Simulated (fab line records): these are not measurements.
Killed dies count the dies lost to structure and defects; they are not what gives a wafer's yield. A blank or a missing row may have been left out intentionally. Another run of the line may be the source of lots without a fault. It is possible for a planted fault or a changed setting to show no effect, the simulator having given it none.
What tool caused it? || flow nand_harc || Sampling: 12 lots, 36 wafers, 5 of 1302 route steps

## WHAT THE GAUGES SHOWED, per wafer
NHARC_END_SORT_01. Usual: killed_at_array 54, standard deviation 18; killed_at_other 0.9, standard deviation 1.2; killed_at_periphery 4.4, standard deviation 2.9; killed_dies 59, standard deviation 18; killed_open 3.2, standard deviation 1.8; killed_short 2.6, standard deviation 1.8.
{"lot": "L683", "measured": "day 30 18:10", "on": "prober-01", "killed_at_array": "671 672 673", "killed_at_other": "0 1 0", "killed_at_periphery": "6 4 4", "killed_dies": "677 677 677", "killed_open": "5 1 3", "killed_short": "2 3 6", "flag": "OFF"}
{"lot": "L686", "measured": "day 31 09:53", "on": "prober-01", "killed_at_array": "676 675 677", "killed_at_other": "1 0 0", "killed_at_periphery": "0 2 0", "killed_dies": "677 677 677", "killed_open": "4 4 3", "killed_short": "1 1 2", "flag": "OFF"}

## TOOL THAT RAN EACH LOT (tool first, then ch and the chambers of the sampled wafers, then the start)
{"lot": "L673", "NHARC_A_STAIRCASE_CMP_450": "cmp-02 ch 0,2,3, day 19 19:28", "NHARC_A_SGD_CUT_ETCH_59": "rie_diel-08 ch 0,2,3, day 19 22:25", "NHARC_A_SGD_CUT_ETCH_16": "rie_diel-08 ch 0,2,3, no start", "NHARC_A_SGD_CUT_STRIP_17": "rie_diel-08 ch 0,1,3, no start"}
{"lot": "L674", "NHARC_A_STAIRCASE_CMP_450": "cmp-01 ch 1,2,3, day 19 19:32", "NHARC_A_SGD_CUT_ETCH_59": "rie_diel-03 ch 0,1,2, day 19 23:04", "NHARC_A_SGD_CUT_ETCH_16": "rie_diel-03 ch 0,2,3, no start", "NHARC_A_SGD_CUT_STRIP_17": "rie_diel-03 ch 1,3, no start"}
{"lot": "L680", "NHARC_A_STAIRCASE_CMP_450": "cmp-01 ch 0,1, day 23 02:53", "NHARC_A_SGD_CUT_ETCH_59": "rie_diel-12 ch 0,2,3, day 23 05:58", "NHARC_A_SGD_CUT_ETCH_16": "rie_diel-12 ch 0,1,3, no start", "NHARC_A_SGD_CUT_STRIP_17": "rie_diel-12 ch 0,1,3, no start"}
{"lot": "L681", "NHARC_A_STAIRCASE_CMP_450": "cmp-04 ch 0,1,2, day 23 23:26", "NHARC_A_SGD_CUT_ETCH_59": "rie_diel-12 ch 0,2,3, day 24 02:33", "NHARC_A_SGD_CUT_ETCH_16": "rie_diel-12 ch 0,1,2, no start", "NHARC_A_SGD_CUT_STRIP_17": "rie_diel-12 ch 0,1,3, no start"}
{"lot": "L683", "NHARC_A_STAIRCASE_CMP_450": "cmp-04 ch 1,3, day 24 20:11", "NHARC_A_SGD_CUT_ETCH_59": "rie_diel-03 ch 0,1,3, day 24 23:10", "NHARC_A_SGD_CUT_ETCH_16": "rie_diel-03 ch 1,2,3, day 30 18:10 or earlier", "NHARC_A_SGD_CUT_STRIP_17": "rie_diel-03 ch 0,3, day 30 18:10 or earlier"}
{"lot": "L686", "NHARC_A_STAIRCASE_CMP_450": "cmp-02 ch 0,1,2, day 24 21:41", "NHARC_A_SGD_CUT_ETCH_59": "rie_diel-12 ch 1,3, day 25 00:41", "NHARC_A_SGD_CUT_ETCH_16": "rie_diel-12 ch 1,3, day 31 09:53 or earlier", "NHARC_A_SGD_CUT_STRIP_17": "rie_diel-12 ch 0,1,3, day 31 09:53 or earlier"}
{"lot": "L687", "NHARC_A_STAIRCASE_CMP_450": "cmp-02 ch 0,2,3, day 25 07:02", "NHARC_A_SGD_CUT_ETCH_59": "rie_diel-08 ch 0,3, day 25 09:59", "NHARC_A_SGD_CUT_ETCH_16": "rie_diel-08 ch 0,1,3, no start", "NHARC_A_SGD_CUT_STRIP_17": "rie_diel-08 ch 0,1, no start"}
{"lot": "L689", "NHARC_A_STAIRCASE_CMP_450": "cmp-04 ch 1,2,3, day 25 12:13", "NHARC_A_SGD_CUT_ETCH_59": "rie_diel-12 ch 0,1,2, day 25 15:14", "NHARC_A_SGD_CUT_ETCH_16": "rie_diel-12 ch 0,2,3, no start", "NHARC_A_SGD_CUT_STRIP_17": "rie_diel-12 ch 1,2,3, no start"}
{"lot": "L690", "NHARC_A_STAIRCASE_CMP_450": "cmp-02 ch 2,3, day 26 16:06", "NHARC_A_SGD_CUT_ETCH_59": "rie_diel-08 ch 0,1,2, day 26 19:08", "NHARC_A_SGD_CUT_ETCH_16": "rie_diel-08 ch 0,1,3, no start", "NHARC_A_SGD_CUT_STRIP_17": "rie_diel-08 ch 0,1, no start"}
{"lot": "L692", "NHARC_A_STAIRCASE_CMP_450": "cmp-01 ch 0,1,2, day 27 02:46", "NHARC_A_SGD_CUT_ETCH_59": "rie_diel-03 ch 1,2,3, day 27 05:43", "NHARC_A_SGD_CUT_ETCH_16": "rie_diel-03 ch 1,2,3, no start", "NHARC_A_SGD_CUT_STRIP_17": "rie_diel-03 ch 1,2,3, no start"}
{"lot": "L694", "NHARC_A_STAIRCASE_CMP_450": "cmp-01 ch 0,1,2, day 28 16:05", "NHARC_A_SGD_CUT_ETCH_59": "rie_diel-08 ch 0,3, day 28 19:01", "NHARC_A_SGD_CUT_ETCH_16": "rie_diel-08 ch 0,1,3, no start", "NHARC_A_SGD_CUT_STRIP_17": "rie_diel-08 ch 0,3, no start"}
{"lot": "L695", "NHARC_A_STAIRCASE_CMP_450": "cmp-01 ch 0,2, day 30 08:26", "NHARC_A_SGD_CUT_ETCH_59": "rie_diel-03 ch 1,2, day 30 11:29", "NHARC_A_SGD_CUT_ETCH_16": "rie_diel-03 ch 0,2, no start", "NHARC_A_SGD_CUT_STRIP_17": "rie_diel-03 ch 0,2, no start"}
- NHARC_A_STAIRCASE_CMP_450: polishes SiO2, target thk 200 nm.
- NHARC_A_SGD_CUT_ETCH_59: etches the open film in N2/H2, target depth 260 nm, time 406.25 s.
- NHARC_A_SGD_CUT_ETCH_16: etches the open film in C4F8/O2/Ar, target depth 310.5 nm, time 155.2 s.
- NHARC_A_SGD_CUT_STRIP_17: strips in O2.

## AS READ BY THE TOOLS THEMSELVES (means over the sampled wafers that have a number; for cases with no such wafer, the mark the record gives instead)
NHARC_A_STAIRCASE_CMP_450. Usual: motor_current_A 12.4 A, standard deviation 1.3.
{"lot": "L673", "tool": "cmp-02", "motor_current_A (A)": 12.2, "flag": ""}
{"lot": "L674", "tool": "cmp-01", "motor_current_A (A)": 13.5, "flag": ""}
{"lot": "L680", "tool": "cmp-01", "motor_current_A (A)": 11.7, "flag": ""}
{"lot": "L681", "tool": "cmp-04", "motor_current_A (A)": 11.4, "flag": ""}
{"lot": "L683", "tool": "cmp-04", "motor_current_A (A)": 12.8, "flag": ""}
{"lot": "L686", "tool": "cmp-02", "motor_current_A (A)": 12.0, "flag": ""}
{"lot": "L687", "tool": "cmp-02", "motor_current_A (A)": 12.3, "flag": ""}
{"lot": "L689", "tool": "cmp-04", "motor_current_A (A)": 11.9, "flag": ""}
{"lot": "L690", "tool": "cmp-02", "motor_current_A (A)": 12.9, "flag": ""}
{"lot": "L692", "tool": "cmp-01", "motor_current_A (A)": 12.5, "flag": ""}
{"lot": "L694", "tool": "cmp-01", "motor_current_A (A)": 12.7, "flag": ""}
{"lot": "L695", "tool": "cmp-01", "motor_current_A (A)": 14.2, "flag": ""}

NHARC_A_SGD_CUT_ETCH_59. Usual: value, then standard deviation, for each; bias_w 150.1 W / 0.48; chamber_pressure_mTorr 29.998 mTorr / 0.028; drypump_motor_current_A 5.7 A / 0.52; oes_product_au 1.000 a.u. / 0.0093; rf_vpp_V 430.2 V / 2.5; showerhead_plenum_p_Torr 2.03 Torr / 0.086; throttle_valve_pct 14.171 % / 0.0093.
{"lot": "L673", "tool": "rie_diel-08", "bias_w (W)": 150.2, "chamber_pressure_mTorr (mTorr)": 29.991, "drypump_motor_current_A (A)": 5.1, "oes_product_au (a.u.)": 1.000, "rf_vpp_V (V)": 432.6, "showerhead_plenum_p_Torr (Torr)": 2.10, "throttle_valve_pct (%)": 14.168, "flag": ""}
{"lot": "L674", "tool": "rie_diel-03", "bias_w (W)": 150.2, "chamber_pressure_mTorr (mTorr)": 29.990, "drypump_motor_current_A (A)": 6.0, "oes_product_au (a.u.)": 1.004, "rf_vpp_V (V)": 430.7, "showerhead_plenum_p_Torr (Torr)": 2.06, "throttle_valve_pct (%)": 14.171, "flag": ""}
{"lot": "L680", "tool": "rie_diel-12", "bias_w (W)": 150.0, "chamber_pressure_mTorr (mTorr)": 30.017, "drypump_motor_current_A (A)": 5.8, "oes_product_au (a.u.)": 0.992, "rf_vpp_V (V)": 429.5, "showerhead_plenum_p_Torr (Torr)": 2.01, "throttle_valve_pct (%)": 14.171, "flag": ""}
{"lot": "L681", "tool": "rie_diel-12", "bias_w (W)": 150.0, "chamber_pressure_mTorr (mTorr)": 29.987, "drypump_motor_current_A (A)": 5.8, "oes_product_au (a.u.)": 1.000, "rf_vpp_V (V)": 430.1, "showerhead_plenum_p_Torr (Torr)": 2.00, "throttle_valve_pct (%)": 14.175, "flag": ""}
{"lot": "L683", "tool": "rie_diel-03", "bias_w (W)": "-", "chamber_pressure_mTorr (mTorr)": "-", "drypump_motor_current_A (A)": "-", "oes_product_au (a.u.)": "-", "rf_vpp_V (V)": "-", "showerhead_plenum_p_Torr (Torr)": "-", "throttle_valve_pct (%)": "-", "flag": "OFF"}
{"lot": "L686", "tool": "rie_diel-12", "bias_w (W)": "-", "chamber_pressure_mTorr (mTorr)": "-", "drypump_motor_current_A (A)": "-", "oes_product_au (a.u.)": "-", "rf_vpp_V (V)": "-", "showerhead_plenum_p_Torr (Torr)": "-", "throttle_valve_pct (%)": "-", "flag": "OFF"}
{"lot": "L687", "tool": "rie_diel-08", "bias_w (W)": 149.8, "chamber_pressure_mTorr (mTorr)": 29.979, "drypump_motor_current_A (A)": 5.2, "oes_product_au (a.u.)": 0.992, "rf_vpp_V (V)": 433.5, "showerhead_plenum_p_Torr (Torr)": 2.16, "throttle_valve_pct (%)": 14.175, "flag": ""}
{"lot": "L689", "tool": "rie_diel-12", "bias_w (W)": 150.5, "chamber_pressure_mTorr (mTorr)": 30.000, "drypump_motor_current_A (A)": 5.8, "oes_product_au (a.u.)": 0.991, "rf_vpp_V (V)": 430.3, "showerhead_plenum_p_Torr (Torr)": 2.03, "throttle_valve_pct (%)": 14.179, "flag": ""}
{"lot": "L690", "tool": "rie_diel-08", "bias_w (W)": 150.0, "chamber_pressure_mTorr (mTorr)": 29.995, "drypump_motor_current_A (A)": 5.2, "oes_product_au (a.u.)": 0.993, "rf_vpp_V (V)": 429.6, "showerhead_plenum_p_Torr (Torr)": 2.02, "throttle_valve_pct (%)": 14.164, "flag": ""}
{"lot": "L692", "tool": "rie_diel-03", "bias_w (W)": 150.0, "chamber_pressure_mTorr (mTorr)": 30.016, "drypump_motor_current_A (A)": 5.5, "oes_product_au (a.u.)": 0.992, "rf_vpp_V (V)": 431.8, "showerhead_plenum_p_Torr (Torr)": 2.07, "throttle_valve_pct (%)": 14.166, "flag": ""}
{"lot": "L694", "tool": "rie_diel-08", "bias_w (W)": 150.4, "chamber_pressure_mTorr (mTorr)": 29.996, "drypump_motor_current_A (A)": 5.3, "oes_product_au (a.u.)": 1.005, "rf_vpp_V (V)": 433.2, "showerhead_plenum_p_Torr (Torr)": 2.16, "throttle_valve_pct (%)": 14.173, "flag": ""}
{"lot": "L695", "tool": "rie_diel-03", "bias_w (W)": 149.9, "chamber_pressure_mTorr (mTorr)": 29.968, "drypump_motor_current_A (A)": 5.6, "oes_product_au (a.u.)": 0.997, "rf_vpp_V (V)": 432.5, "showerhead_plenum_p_Torr (Torr)": 2.12, "throttle_valve_pct (%)": 14.170, "flag": ""}

NHARC_A_SGD_CUT_ETCH_16. Usual: bias_w 800.2 W, standard deviation 2.4; chamber_pressure_mTorr 25.000 mTorr, standard deviation 0.021; oes_product_au 0.972 a.u., standard deviation 0.017; rf_vpp_V 723 V, standard deviation 4.
{"lot": "L673", "tool": "rie_diel-08", "bias_w (W)": 798.9, "chamber_pressure_mTorr (mTorr)": 24.994, "oes_product_au (a.u.)": 0.966, "rf_vpp_V (V)": 726, "flag": ""}
{"lot": "L674", "tool": "rie_diel-03", "bias_w (W)": 801.5, "chamber_pressure_mTorr (mTorr)": 24.999, "oes_product_au (a.u.)": 0.985, "rf_vpp_V (V)": 723, "flag": ""}
{"lot": "L680", "tool": "rie_diel-12", "bias_w (W)": 800.9, "chamber_pressure_mTorr (mTorr)": 25.007, "oes_product_au (a.u.)": 0.972, "rf_vpp_V (V)": 721, "flag": ""}
{"lot": "L681", "tool": "rie_diel-12", "bias_w (W)": 799.5, "chamber_pressure_mTorr (mTorr)": 25.004, "oes_product_au (a.u.)": 0.941, "rf_vpp_V (V)": 723, "flag": ""}
{"lot": "L683", "tool": "rie_diel-03", "bias_w (W)": 802.5, "chamber_pressure_mTorr (mTorr)": 24.977, "oes_product_au (a.u.)": 0.979, "rf_vpp_V (V)": 724, "flag": ""}
{"lot": "L686", "tool": "rie_diel-12", "bias_w (W)": 797.8, "chamber_pressure_mTorr (mTorr)": 24.986, "oes_product_au (a.u.)": 0.928, "rf_vpp_V (V)": 719, "flag": ""}
{"lot": "L687", "tool": "rie_diel-08", "bias_w (W)": 800.6, "chamber_pressure_mTorr (mTorr)": 25.016, "oes_product_au (a.u.)": 0.971, "rf_vpp_V (V)": 724, "flag": ""}
{"lot": "L689", "tool": "rie_diel-12", "bias_w (W)": 799.4, "chamber_pressure_mTorr (mTorr)": 25.001, "oes_product_au (a.u.)": 0.972, "rf_vpp_V (V)": 721, "flag": ""}
{"lot": "L690", "tool": "rie_diel-08", "bias_w (W)": 800.8, "chamber_pressure_mTorr (mTorr)": 24.990, "oes_product_au (a.u.)": 0.977, "rf_vpp_V (V)": 726, "flag": ""}
{"lot": "L692", "tool": "rie_diel-03", "bias_w (W)": 799.0, "chamber_pressure_mTorr (mTorr)": 24.989, "oes_product_au (a.u.)": 0.970, "rf_vpp_V (V)": 724, "flag": ""}
{"lot": "L694", "tool": "rie_diel-08", "bias_w (W)": 799.9, "chamber_pressure_mTorr (mTorr)": 25.009, "oes_product_au (a.u.)": 0.994, "rf_vpp_V (V)": 726, "flag": ""}
{"lot": "L695", "tool": "rie_diel-03", "bias_w (W)": 800.2, "chamber_pressure_mTorr (mTorr)": 25.008, "oes_product_au (a.u.)": 0.967, "rf_vpp_V (V)": 723, "flag": ""}

NHARC_A_SGD_CUT_STRIP_17. Usual: chamber_pressure_mTorr 60.00 mTorr, standard deviation 0.051; drypump_motor_current_A 5.7 A, standard deviation 0.5; oes_product_au 1.002 a.u., standard deviation 0.0098; rf_vpp_V 57.8 V, standard deviation 0.8; showerhead_plenum_p_Torr 3.52 Torr, standard deviation 0.14; throttle_valve_pct 17.036 %, standard deviation 0.0093.
{"lot": "L673", "tool": "rie_diel-08", "chamber_pressure_mTorr (mTorr)": 59.99, "drypump_motor_current_A (A)": 5.4, "oes_product_au (a.u.)": 1.009, "rf_vpp_V (V)": 58.5, "showerhead_plenum_p_Torr (Torr)": 3.60, "throttle_valve_pct (%)": 17.034, "flag": ""}
{"lot": "L674", "tool": "rie_diel-03", "chamber_pressure_mTorr (mTorr)": 60.02, "drypump_motor_current_A (A)": 5.4, "oes_product_au (a.u.)": 1.002, "rf_vpp_V (V)": 58.2, "showerhead_plenum_p_Torr (Torr)": 3.51, "throttle_valve_pct (%)": 17.037, "flag": ""}
{"lot": "L680", "tool": "rie_diel-12", "chamber_pressure_mTorr (mTorr)": 60.01, "drypump_motor_current_A (A)": 6.0, "oes_product_au (a.u.)": 0.991, "rf_vpp_V (V)": 57.8, "showerhead_plenum_p_Torr (Torr)": 3.41, "throttle_valve_pct (%)": 17.040, "flag": ""}
{"lot": "L681", "tool": "rie_diel-12", "chamber_pressure_mTorr (mTorr)": 60.01, "drypump_motor_current_A (A)": 6.0, "oes_product_au (a.u.)": 0.996, "rf_vpp_V (V)": 57.9, "showerhead_plenum_p_Torr (Torr)": 3.41, "throttle_valve_pct (%)": 17.026, "flag": ""}
{"lot": "L683", "tool": "rie_diel-03", "chamber_pressure_mTorr (mTorr)": 60.00, "drypump_motor_current_A (A)": 5.8, "oes_product_au (a.u.)": 1.000, "rf_vpp_V (V)": 57.2, "showerhead_plenum_p_Torr (Torr)": 3.47, "throttle_valve_pct (%)": 17.031, "flag": ""}
{"lot": "L686", "tool": "rie_diel-12", "chamber_pressure_mTorr (mTorr)": 59.98, "drypump_motor_current_A (A)": 6.0, "oes_product_au (a.u.)": 0.995, "rf_vpp_V (V)": 58.5, "showerhead_plenum_p_Torr (Torr)": 3.41, "throttle_valve_pct (%)": 17.038, "flag": ""}
{"lot": "L687", "tool": "rie_diel-08", "chamber_pressure_mTorr (mTorr)": 60.01, "drypump_motor_current_A (A)": 5.5, "oes_product_au (a.u.)": 0.998, "rf_vpp_V (V)": 57.4, "showerhead_plenum_p_Torr (Torr)": 3.47, "throttle_valve_pct (%)": 17.043, "flag": ""}
{"lot": "L689", "tool": "rie_diel-12", "chamber_pressure_mTorr (mTorr)": 60.04, "drypump_motor_current_A (A)": 5.6, "oes_product_au (a.u.)": 0.993, "rf_vpp_V (V)": 57.7, "showerhead_plenum_p_Torr (Torr)": 3.47, "throttle_valve_pct (%)": 17.039, "flag": ""}
{"lot": "L690", "tool": "rie_diel-08", "chamber_pressure_mTorr (mTorr)": 59.98, "drypump_motor_current_A (A)": 5.5, "oes_product_au (a.u.)": 0.999, "rf_vpp_V (V)": 57.6, "showerhead_plenum_p_Torr (Torr)": 3.47, "throttle_valve_pct (%)": 17.036, "flag": ""}
{"lot": "L692", "tool": "rie_diel-03", "chamber_pressure_mTorr (mTorr)": 59.97, "drypump_motor_current_A (A)": 5.6, "oes_product_au (a.u.)": 0.997, "rf_vpp_V (V)": 57.7, "showerhead_plenum_p_Torr (Torr)": 3.58, "throttle_valve_pct (%)": 17.029, "flag": ""}
{"lot": "L694", "tool": "rie_diel-08", "chamber_pressure_mTorr (mTorr)": 60.04, "drypump_motor_current_A (A)": 5.3, "oes_product_au (a.u.)": 1.016, "rf_vpp_V (V)": 58.2, "showerhead_plenum_p_Torr (Torr)": 3.71, "throttle_valve_pct (%)": 17.035, "flag": ""}
{"lot": "L695", "tool": "rie_diel-03", "chamber_pressure_mTorr (mTorr)": 60.02, "drypump_motor_current_A (A)": 6.3, "oes_product_au (a.u.)": 1.001, "rf_vpp_V (V)": 57.9, "showerhead_plenum_p_Torr (Torr)": 3.51, "throttle_valve_pct (%)": 17.037, "flag": ""}

## THE ANSWER, worked out from the rows above alone
Rule: lot off if the mean of its wafers having a number is beyond 3 standard deviations from the usual mean. Also off: a lot with no number at a reading for which 4 or more lots have one. Where the step has rows for the other lots, those lots are counted as sound. Order of review: gauges by route order, followed by the tools' own readings, for which a lot's mean as printed above is used. At the first step where some lot is off, the reading lying furthest off is the one used; lots without a number count as furthest.
Off: L683, L686, at NHARC_END_SORT_01 (killed_at_array). Neither off nor sound, because the step has no rows for them: L673, L674, L680, L681, L687, L689, L690, L692, L694, L695.
If a tool, at a process step before that reading, ran all the lots that are off and no sound lot after the first of them, it fits. Not tried: the gauges at NHARC_END_SORT_01; whatever is off there is also off at NHARC_A_SGD_CUT_ETCH_59, on other tools, and gauge error can't account for it. NHARC_A_SGD_CUT_ETCH_16: start missing for some lots; hours and lot order therefore follow NHARC_END_SORT_01. NHARC_A_SGD_CUT_STRIP_17: start missing for some lots; hours and lot order therefore follow NHARC_END_SORT_01. None of those tried fits.

## WHAT THE SIMULATOR PUT IN
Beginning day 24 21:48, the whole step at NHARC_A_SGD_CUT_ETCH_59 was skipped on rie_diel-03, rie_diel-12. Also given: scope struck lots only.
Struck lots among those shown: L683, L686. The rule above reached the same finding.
